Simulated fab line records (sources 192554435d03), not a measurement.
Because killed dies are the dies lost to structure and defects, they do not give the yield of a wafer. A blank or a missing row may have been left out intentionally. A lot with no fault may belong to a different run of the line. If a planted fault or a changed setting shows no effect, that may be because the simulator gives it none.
fab line records ; flow n5-finfet
record: lots: 6; wafers: 18; last-day: 18
route steps=1938 shown BEOL_M1@824 BEOL_M4@1111 PASSIVATION@1936
lots that met no fault: from a run of the same line without faults
start-h: hours from the record's opening day to when the first of the lot's shown wafers began ; wait-h: time in hours since the lot's previous step ; " unchanged from the row above ; L1.1+2: one row covering several wafers at once ; - no value present, or no start provided ; * or withheld: withheld ; < > ~ a bound
route shown NAME@n: a module of which the file shows steps, and the number in the route of the first ; usual: average and standard deviation across the fault-free wafers ; same: alike in all rows ; chamber/n: place in a boat ; sites: the reading at each site ; _std_site: standard deviation across them ; _edge_site: outer sites' mean less inner sites' ; radius-mm: how far each site lies from the wafer's centre ; mask NAME#n: copy n ; behind: the last tool/chamber to shape the wafer ; hold: what put the lot on hold/how long, in hours/how the hold closed ; device: names the non-switching transistor (n, p or np) ; end of line: the route-end tests of the same wafers ; a step with no rows: only its recipe ; killed: not the wafer's yield, but the dies lost to structure and defects at the first sort ; map: shows each die of a wafer: x if killed, . if not, _ if none is there
set.NAME: the run value of the setting; set.NAME@STEP: its run value at that earlier step ; model.NAME: the simulator's own value behind a step, which no gauge read
a table for each step, a row for each wafer; lots at some steps of the route
services: from which hour (start-h, from the record's first day; less than 0 if before it) a tool's chamber was out of use, for how many hours, and why
== steps ==
step: N5_BEOL_M1_SPUTTER_90
recipe: material: Cu; target-thk-a: 45; temp-c: -20; chamber-pressure-pa: 0.07; power-w: withheld; time-s: 8.29
step: N5_BEOL_M1_ANNEAL_91
recipe: temp-c: 400; time-s: 240; ambient: vacuum
step: N5_BEOL_M1_SPUTTER_92
recipe: material: Cu; target-thk-a: 45; temp-c: -20; chamber-pressure-pa: 0.07; power-w: withheld; time-s: 8.29
usual: susceptor-temp-C: -19.99/0.11; throttle-valve-pct: 30.3/1.2
lot.wafer;tool;chamber;start-h;wait-h;susceptor-temp-C;throttle-valve-pct
L132.2;pvd-sputter-01;-;136.87;0.1;-20.12;31.9
L132.3;pvd-sputter-01;-;136.87;0.1;-19.91;31.5
L132.5;pvd-sputter-01;-;136.87;0.1;-19.94;31.2
L133.1;pvd-sputter-01;-;141.14;0.1;-20.07;31.4
L133.4;pvd-sputter-01;-;141.14;0.1;-19.86;30.7
L133.6;pvd-sputter-01;-;141.14;0.1;-19.95;30.4
L139.2;pvd-sputter-01;-;174.02;0.1;-19.95;30.5
L139.4;pvd-sputter-01;-;174.02;0.1;-20.00;31.6
L139.5;pvd-sputter-01;-;174.02;0.1;-20.03;31.4
L140.4;pvd-sputter-03;-;200.95;0.1;-19.97;30.5
L140.5;pvd-sputter-03;-;200.95;0.1;-19.99;28.4
L140.6;pvd-sputter-03;-;200.95;0.1;-19.99;30.4
L149.1;pvd-sputter-02;-;240.38;0.1;-20.15;28.9
L149.4;pvd-sputter-02;-;240.38;0.1;-19.90;28.4
L149.5;pvd-sputter-02;-;240.38;0.1;-19.91;28.8
L151.1;pvd-sputter-02;-;257.68;0.1;-20.02;28.4
L151.2;pvd-sputter-02;-;257.68;0.1;-20.05;29.0
L151.4;pvd-sputter-02;-;257.68;0.1;-20.05;29.8
step: N5_BEOL_M1_ANNEAL_93
recipe: temp-c: 400; time-s: 240; ambient: vacuum
usual: heater-power-w: 839/47; susceptor-temp-C: 399.98/0.23; susceptor_temp_C_max: 400.9/0.37
lot.wafer;tool;chamber;start-h;wait-h;heater-power-w;susceptor-temp-C;susceptor_temp_C_max
L132.2;pvd-sputter-01;-;136.95;0.0;853;399.67;400.4
L132.3;pvd-sputter-01;-;136.95;0.0;860;400.16;401.0
L132.5;pvd-sputter-01;-;136.95;0.0;831;399.77;400.7
L133.1;pvd-sputter-01;-;141.22;0.0;823;399.82;400.5
L133.4;pvd-sputter-01;-;141.22;0.0;814;400.14;401.3
L133.6;pvd-sputter-01;-;141.22;0.0;801;399.98;401.3
L139.2;pvd-sputter-01;-;174.10;0.0;814;399.95;401.2
L139.4;pvd-sputter-01;-;174.10;0.0;848;399.64;400.6
L139.5;pvd-sputter-01;-;174.10;0.0;819;399.93;400.8
L140.4;pvd-sputter-03;-;201.03;0.0;813;400.29;401.4
L140.5;pvd-sputter-03;-;201.03;0.0;950;399.74;400.6
L140.6;pvd-sputter-03;-;201.03;0.0;774;399.61;400.5
L149.1;pvd-sputter-02;-;240.46;0.0;843;400.13;400.6
L149.4;pvd-sputter-02;-;240.46;0.0;820;399.87;401.0
L149.5;pvd-sputter-02;-;240.46;0.0;854;399.94;400.4
L151.1;pvd-sputter-02;-;257.76;0.0;834;399.94;401.4
L151.2;pvd-sputter-02;-;257.76;0.0;831;399.87;400.5
L151.4;pvd-sputter-02;-;257.76;0.0;782;399.87;400.6
step: N5_BEOL_M1_SPUTTER_94
recipe: material: Cu; target-thk-a: 45; temp-c: -20; chamber-pressure-pa: 0.07; power-w: withheld; time-s: 8.29
step: N5_BEOL_M1_ANNEAL_95
recipe: temp-c: 400; time-s: 240; ambient: vacuum
usual: heater-power-w: 838/47; susceptor-temp-C: 399.98/0.2; susceptor_temp_C_max: 400.9/0.31
lot.wafer;tool;chamber;start-h;wait-h;heater-power-w;susceptor-temp-C;susceptor_temp_C_max
L132.2;pvd-sputter-01;-;137.17;0.0;848;400.00;401.1
L132.3;pvd-sputter-01;-;137.17;0.0;838;399.92;401.0
L132.5;pvd-sputter-01;-;137.17;0.0;792;399.92;401.0
L133.1;pvd-sputter-01;-;141.44;0.0;813;400.04;400.8
L133.4;pvd-sputter-01;-;141.44;0.0;795;400.06;401.1
L133.6;pvd-sputter-01;-;141.44;0.0;779;399.92;400.9
L139.2;pvd-sputter-01;-;174.32;0.0;810;399.85;401.0
L139.4;pvd-sputter-01;-;174.32;0.0;858;399.73;401.0
L139.5;pvd-sputter-01;-;174.32;0.0;806;399.90;400.7
L140.4;pvd-sputter-03;-;201.25;0.0;811;399.84;400.7
L140.5;pvd-sputter-03;-;201.25;0.0;923;400.25;401.0
L140.6;pvd-sputter-03;-;201.25;0.0;821;399.73;400.9
L149.1;pvd-sputter-02;-;240.68;0.0;838;399.93;400.8
L149.4;pvd-sputter-02;-;240.68;0.0;821;400.32;401.2
L149.5;pvd-sputter-02;-;240.68;0.0;848;399.81;400.4
L151.1;pvd-sputter-02;-;257.98;0.0;818;400.19;401.2
L151.2;pvd-sputter-02;-;257.98;0.0;862;399.56;400.1
L151.4;pvd-sputter-02;-;257.98;0.0;783;399.75;400.7
step: N5_BEOL_M1_SPUTTER_96
recipe: material: Cu; target-thk-a: 45; temp-c: -20; chamber-pressure-pa: 0.07; power-w: withheld; time-s: 8.29
usual: susceptor-temp-C: -20.01/0.11; throttle-valve-pct: 30.3/1.2
lot.wafer;tool;chamber;start-h;wait-h;susceptor-temp-C;throttle-valve-pct
L132.2;pvd-sputter-01;-;137.31;0.1;-20.09;31.7
L132.3;pvd-sputter-01;-;137.31;0.1;-20.09;31.7
L132.5;pvd-sputter-01;-;137.31;0.1;-19.87;31.5
L133.1;pvd-sputter-01;-;141.58;0.1;-20.02;31.4
L133.4;pvd-sputter-01;-;141.58;0.1;-20.19;30.8
L133.6;pvd-sputter-01;-;141.58;0.1;-20.19;30.9
L139.2;pvd-sputter-01;-;174.46;0.1;-20.06;30.7
L139.4;pvd-sputter-01;-;174.46;0.1;-19.88;31.5
L139.5;pvd-sputter-01;-;174.46;0.1;-20.02;31.6
L140.4;pvd-sputter-03;-;201.39;0.1;-20.12;30.6
L140.5;pvd-sputter-03;-;201.39;0.1;-19.82;28.2
L140.6;pvd-sputter-03;-;201.39;0.1;-20.14;30.1
L149.1;pvd-sputter-02;-;240.82;0.1;-19.90;29.0
L149.4;pvd-sputter-02;-;240.82;0.1;-20.09;28.3
L149.5;pvd-sputter-02;-;240.82;0.1;-19.90;28.9
L151.1;pvd-sputter-02;-;258.12;0.1;-20.13;28.5
L151.2;pvd-sputter-02;-;258.12;0.1;-20.09;28.6
L151.4;pvd-sputter-02;-;258.12;0.1;-19.82;29.9
step: N5_BEOL_M1_ECD_50
recipe: material: Cu; target-thk-a: 3000
step: N5_BEOL_M1_ANNEAL_51
recipe: temp-c: 225; time-s: 90; ambient: N2
step: N5_BEOL_M1_CMP_52
recipe: stop-on: SiOC; t-overpolish-s: 6.8; down-force-psi: 1; platen-rpm: 50; clearing-platen-down-force-psi: 1.5; clearing-platen-rpm: 50; post-cmp-clean: cu-alkaline; target-thk-nm: 40; clearing-platen-pad-velocity-m-s: 0.99484; pad-velocity-m-s: 0.99484
usual: barrier-field-endpoint-s: 24.4/0.66; motor-current-A: 6.0/0.63; overpolish-run-s: 6.801/0.0088; time-to-endpoint-s: 62/3.2
lot.wafer;tool;chamber;start-h;wait-h;barrier-field-endpoint-s;motor-current-A;overpolish-run-s;time-to-endpoint-s
L132.3;cmp-03;0;137.90;0.3;24.1;5.8;6.788;61
L132.2;cmp-03;1;137.90;0.3;24.3;5.5;6.798;60
L132.5;cmp-03;2;137.90;0.3;25.1;5.7;6.809;64
L133.1;cmp-04;0;142.08;0.3;24.2;7.1;6.788;57
L133.4;cmp-04;3;142.08;0.3;24.1;5.7;6.806;59
L133.6;cmp-04;0;142.08;0.3;23.3;7.2;6.804;56
L139.2;cmp-03;0;174.96;0.2;24.8;6.0;6.800;61
L139.4;cmp-03;3;174.96;0.2;25.5;5.8;6.800;65
L139.5;cmp-03;0;174.96;0.2;24.4;5.8;6.802;60
L140.4;cmp-01;1;202.00;0.1;25.6;4.9;6.801;67
L140.6;cmp-01;1;202.00;0.1;25.7;4.8;6.790;69
L140.5;cmp-01;2;202.00;0.1;25.6;5.8;6.797;66
L149.4;cmp-03;3;241.53;0.2;24.9;5.8;6.801;63
L149.1;cmp-03;1;241.53;0.2;24.5;5.8;6.808;59
L149.5;cmp-03;2;241.53;0.2;24.4;5.1;6.798;61
L151.4;cmp-01;3;258.65;0.2;24.3;6.8;6.792;63
L151.2;cmp-01;0;258.65;0.2;23.6;5.5;6.805;61
L151.1;cmp-01;1;258.65;0.2;23.6;5.1;6.796;62
step: N5_BEOL_M1_THK_MEAS_53
recipe: thk-meas-gauge: xrf; reads: Cu_of_BEOL_M1_ECD_50
usual: M1_THK: 39.7/1.5
lot.wafer;tool;chamber;start-h;wait-h;M1_THK[nm]
L132.2;film-metro-02;-;138.12;-;38.3
L132.3;film-metro-02;-;138.12;-;38.5
L132.5;film-metro-02;-;138.12;-;40.3
L133.1;film-metro-02;-;142.37;-;36.0
L133.4;film-metro-02;-;142.37;-;40.1
L133.6;film-metro-02;-;142.37;-;37.8
L139.2;film-metro-01;-;175.25;-;37.8
L139.4;film-metro-01;-;175.25;-;40.8
L139.5;film-metro-01;-;175.25;-;40.7
L140.4;film-metro-02;-;202.30;-;39.5
L140.5;film-metro-02;-;202.30;-;40.8
L140.6;film-metro-02;-;202.30;-;39.3
L149.1;film-metro-02;-;241.79;-;37.2
L149.4;film-metro-02;-;241.79;-;38.2
L149.5;film-metro-02;-;241.79;-;41.1
L151.1;film-metro-01;-;258.91;-;37.3
L151.2;film-metro-01;-;258.91;-;35.8
L151.4;film-metro-01;-;258.91;-;39.2
step: N5_BEOL_M1_PRE_CLEAN_60
recipe: gas: NH3/H2; time-s: 15; temp-c: *; rf-power-w: 300
step: N5_BEOL_M1_CO_CAP_55
recipe: material: Co; target-thk-a: 20; temp-c: 200; precursor: CCTBA/H2; pressure-torr: 30; time-s: 102.1
usual: heater-power-outer-w: 134/16; heater-power-w: 250/23; run-length-s: 125.2/0.57; susceptor-temp-C: 200.02/0.18
lot.wafer;tool;chamber;start-h;wait-h;heater-power-outer-w;heater-power-w;run-length-s;susceptor-temp-C;model.Co_of_BEOL_M1_CO_CAP_55.thk-nm
L132.2;cvd-co-01;0;138.22;0.0;143;267;124.8;200.06;1.8
L132.3;cvd-co-01;0;138.22;0.0;145;271;125.4;200.38;2
L132.5;cvd-co-01;0;138.22;0.0;143;267;124.3;200.19;1.8
L133.1;cvd-co-02;0;142.45;0.0;125;250;125.8;199.81;2.2
L133.4;cvd-co-02;0;142.45;0.0;127;252;126.0;199.80;2
L133.6;cvd-co-02;2;142.45;0.0;125;231;124.9;199.95;2
L139.2;cvd-co-02;1;175.33;0.0;115;228;124.8;200.08;2
L139.4;cvd-co-02;0;175.33;0.0;126;254;198.1;200.03;3.6
L139.5;cvd-co-02;2;175.33;0.0;121;228;125.4;200.19;2.2
L140.4;cvd-co-02;2;202.41;0.0;125;231;197.4;200.09;3.2
L140.5;cvd-co-02;1;202.41;0.0;111;225;125.4;200.21;2
L140.6;cvd-co-02;0;202.41;0.0;124;252;125.7;200.35;2
L149.1;cvd-co-01;0;241.87;0.0;148;271;124.7;200.12;2
L149.4;cvd-co-01;0;241.87;0.0;143;271;124.4;200.13;1.8
L149.5;cvd-co-01;1;241.87;0.0;160;285;124.9;200.12;1.8
L151.1;cvd-co-01;0;258.99;0.0;148;276;124.3;200.22;2
L151.2;cvd-co-01;2;258.99;0.0;119;224;125.8;199.83;2
L151.4;cvd-co-01;2;258.99;0.0;125;225;125.7;199.96;2
step: N5_BEOL_M1_PRE_CLEAN_56
recipe: gas: NH3; time-s: 15; temp-c: withheld; rf-power-w: 300
step: N5_BEOL_M4_RC_MEAS_101
usual: DIBL_N: 36.0/2.2; DIBL_P: 36.2/2.4; IOFF_N: 0.16/0.035; IOFF_P: 0.21/0.037; ION_N: 672/13; ION_P: 461/7; SS_N: 71.4/0.69; SS_P: 73.2/0.75; VT_N: 250/3.4; VT_P: -251/3
lot.wafer;tool;chamber;start-h;wait-h;DIBL_N[mV/V];DIBL_P[mV/V];IOFF_N[nA/um];IOFF_P[nA/um];ION_N[uA/um];ION_P[uA/um];SS_N[mV/dec];SS_P[mV/dec];VT_N[mV];VT_P[mV]
L133.1;prober-01;0;202.39;0.0;38.2;37.7;0.19;0.24;680;462;71.8;74.0;246;-247
L133.4;prober-01;0;202.39;0.0;36.0;35.7;0.15;0.21;675;462;71.6;73.1;248;-253
L133.6;prober-01;0;202.39;0.0;35.5;33.4;0.13;0.17;665;453;71.6;72.9;251;-254
L132.2;prober-02;0;207.85;0.2;35.1;37.4;0.16;0.23;676;470;72.0;72.7;252;-248
L132.3;prober-02;0;207.85;0.2;31.4;32.0;0.11;0.15;659;454;69.9;71.6;255;-252
L132.5;prober-02;0;207.85;0.2;29.9;30.3;0.08;0.13;643;443;70.3;71.0;257;-256
L139.2;prober-01;0;240.85;0.2;36.1;36.7;0.15;0.19;676;460;71.7;73.5;249;-252
L139.4;prober-01;0;240.85;0.2;35.8;36.0;0.15;0.18;647;445;72.5;73.0;253;-253
L139.5;prober-01;0;240.85;0.2;37.6;37.9;0.18;0.22;682;462;71.8;73.2;248;-251
L140.4;prober-02;0;261.53;0.5;38.8;40.7;0.18;0.24;673;463;71.8;73.6;249;-246
L140.5;prober-02;0;261.53;0.5;37.5;39.5;0.16;0.21;654;452;72.1;73.4;250;-254
L140.6;prober-02;0;261.53;0.5;41.8;43.7;0.25;0.29;689;473;72.7;74.8;245;-244
L149.1;prober-01;0;304.60;0.0;34.6;33.0;0.12;0.17;667;457;70.9;73.0;254;-252
L149.4;prober-01;0;304.60;0.0;38.7;38.7;0.21;0.26;688;470;71.4;74.3;244;-249
L149.5;prober-01;0;304.60;0.0;36.1;36.4;0.15;0.22;680;468;70.7;73.1;249;-249
L151.1;prober-01;0;315.90;0.0;33.5;32.5;0.11;0.14;662;454;70.8;72.1;252;-257
L151.2;prober-01;0;315.90;0.0;39.2;39.1;0.21;0.23;693;468;72.4;73.8;244;-250
L151.4;prober-01;0;315.90;0.0;36.1;35.8;0.15;0.18;680;461;70.4;72.9;246;-253
step: N5_PASSIVATION_PROBE_49
usual: defect-limited-yield: 91.2/1.4; killed_at_M0_to_M3: 34/9.4; killed_at_M4_up: 14/5.6; killed-at-contacts: 13/7.8; killed-at-front-end: 37/10; killed-at-other: 4/3.3; killed-dies: 103/17; killed-open: 68/13; killed-short: 33/8.2; sort_bin_4_leakage: 0.00/0.0071; sort_bin_5_function: 5.1/0.92; sort_bin_6_memory: 3.3/0.71; sort_bin_8_speed: 0.01/0.043; sort-n-pass: 1077/17; sort-yield-pct: 91.2/1.4
same: gross-dies: 1180; killed-at-back-side: 0
lot.wafer;tool;chamber;start-h;wait-h;defect-limited-yield[%];killed_at_M0_to_M3;killed_at_M4_up;killed-at-contacts;killed-at-front-end;killed-at-other;killed-dies;killed-open;killed-short;sort_bin_4_leakage[%];sort_bin_5_function[%];sort_bin_6_memory[%];sort_bin_8_speed[%];sort-n-pass;sort-yield-pct[%]
L133.1;prober-01;-;309.23;0.0;90.8;32;13;15;44;4;108;60;41;0;4.7;3.1;0;1072;90.8
L133.4;prober-01;-;309.38;0.2;91.5;32;17;11;36;4;100;65;35;0;4.7;3.5;0;1080;91.5
L133.6;prober-01;-;309.48;0.3;92.4;32;13;10;30;5;90;61;27;0;4.2;3.5;0;1090;92.4
L139.2;prober-02;-;347.19;0.1;93.6;22;11;8;34;1;76;45;27;0;3.5;2.4;0;1104;93.6
L139.5;prober-02;-;347.34;0.2;94.4;30;1;8;24;3;66;43;23;0;3.0;2.2;0;1114;94.4
L151.1;prober-01;-;434.96;0.0;91.2;26;17;20;38;3;104;77;25;0;4.7;4.0;0;1076;91.2
L151.2;prober-01;-;435.01;0.1;93.6;17;10;4;36;9;76;51;22;0;3.9;2.0;0;1104;93.6
L151.4;prober-01;-;435.11;0.2;89.4;38;24;26;24;13;125;87;38;0;7.0;3.2;0;1055;89.4
killed by level:class
L133.1 MOL_CONTACT_COAG:geometric-particle:open=11 BEOL_M2:geometric-particle:open=9 FIN_SAQP:geometric-particle:short=7 STI_FIN_REVEAL:geometric-particle:open=7 BEOL_M4:geometric-particle:open=7 HKMG_FIN:area-etch=7 BEOL_M0_SAQP:geometric-particle:short=6 ILD0:geometric-particle:short=5
L133.4 MOL_CONTACT_COAG:geometric-particle:open=10 STI_FIN_REVEAL:geometric-particle:open=8 FIN_SAQP:geometric-particle:short=7 BEOL_M2:geometric-particle:short=7 FIN_SAQP:geometric-particle:open=6 BEOL_M2:geometric-particle:open=6 BEOL_M4:geometric-particle:open=6 BEOL_M7:geometric-particle:open=6
L133.6 BEOL_M3:geometric-particle:open=10 MOL_CONTACT_COAG:geometric-particle:open=8 BEOL_M2:geometric-particle:open=8 GATE_CUT:geometric-particle:short=6 BEOL_M0:geometric-particle:open=6 DUMMY_GATE:geometric-particle:open=4 BEOL_M4:geometric-particle:open=4 STARTING-WAFER:geometric-particle:short=4
L139.2 BEOL_M3:geometric-particle:open=8 BEOL_M4:geometric-particle:open=6 ILD0:geometric-particle:short=5 MOL_CONTACT_COAG:geometric-particle:open=5 STARTING-WAFER:geometric-particle:open=5 DUMMY_GATE:geometric-particle:open=4 STARTING-WAFER:geometric-particle:short=4 HKMG_FIN:area-etch=4
L139.5 BEOL_M0_SAQP:geometric-particle:open=13 FIN_SAQP:geometric-particle:short=4 STI_FIN_REVEAL:geometric-particle:open=4 MOL_CONTACT_COAG:geometric-particle:short=4 MOL_CONTACT_COAG:geometric-particle:open=4 BEOL_M0_SAQP:geometric-particle:short=4 BEOL_M2:geometric-particle:open=4 BEOL_M3:geometric-particle:open=4
L151.1 MOL_CONTACT_COAG:geometric-particle:open=16 BEOL_M4:geometric-particle:open=10 DUMMY_GATE:geometric-particle:open=8 FIN_SAQP:geometric-particle:open=7 BEOL_M1:geometric-particle:open=6 BEOL_M3:geometric-particle:open=5 FIN_SAQP:geometric-particle:short=4 MOL_CONTACT_COAG:geometric-particle:short=4
L151.2 PAD_METAL:geometric-particle:open=7 BEOL_M4:geometric-particle:open=6 FIN_SAQP:geometric-particle:open=5 BEOL_M0_SAQP:geometric-particle:short=5 STARTING-WAFER:geometric-particle:short=5 STI_FIN_REVEAL:geometric-particle:open=4 GATE_CUT:geometric-particle:short=4 BEOL_M3:geometric-particle:open=4
L151.4 MOL_CONTACT_COAG:geometric-particle:open=24 BEOL_M4:geometric-particle:open=13 BEOL_M2:geometric-particle:open=9 BEOL_M0_SAQP:geometric-particle:open=7 BEOL_M0_SAQP:geometric-particle:short=6 BEOL_M1:geometric-particle:open=6 BEOL_M3:geometric-particle:short=5 FIN_SAQP:geometric-particle:open=4
== services ==
tool;chamber;start-h;hours;kind
cvd-co-02;1;114.67;-;clean
cvd-co-02;1;114.67;22.0;scheduled-down
cvd-co-02;1;114.67;22.0;vent-cycle
cvd-co-01;1;129.59;16.6;repair
pvd-sputter-02;-;139.65;3.9;repair
pvd-sputter-03;-;144.16;23.3;repair
cvd-co-02;0;151.94;5.1;repair
cmp-01;-;153.41;0.8;repair
cmp-01;-;166.14;4.0;pm
cmp-01;-;170.14;-;consumable-replace:conditioner
cmp-01;-;170.14;-;consumable-replace:pad
pvd-sputter-02;-;183.42;2.3;repair
cmp-04;-;209.07;7.8;pm
cmp-04;-;223.01;2.0;repair
cmp-03;-;241.72;4.0;pm
cmp-03;-;245.72;-;consumable-replace:conditioner
cmp-03;-;245.72;-;consumable-replace:pad
cmp-04;-;247.92;6.8;repair
cmp-03;-;248.25;0.3;repair
cmp-04;-;255.67;2.2;repair
== key ==
first-sign: step: N5_BEOL_M1_CO_CAP_55; reading: run-length-s; direction: up; sigmas: 99+; usual: *; struck: *
effect none on later readings
model-effect: step: N5_BEOL_M1_CO_CAP_55; value: Co_of_BEOL_M1_CO_CAP_55.thk-nm; without: 2; struck: 3.4
met-at N5_BEOL_M1_CO_CAP_55
struck-wafers L139.4,L140.4
onset-between 142.45 175.33
fault: kind: process-parameter-drift; tool: cvd-co-02; chamber: -; onset-h: 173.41; steps: N5_BEOL_M1_CO_CAP_55; channel: time-s; offset: *; shape: step; end-h: 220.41; scope: struck-wafers-only; acts-in: *; stated: *
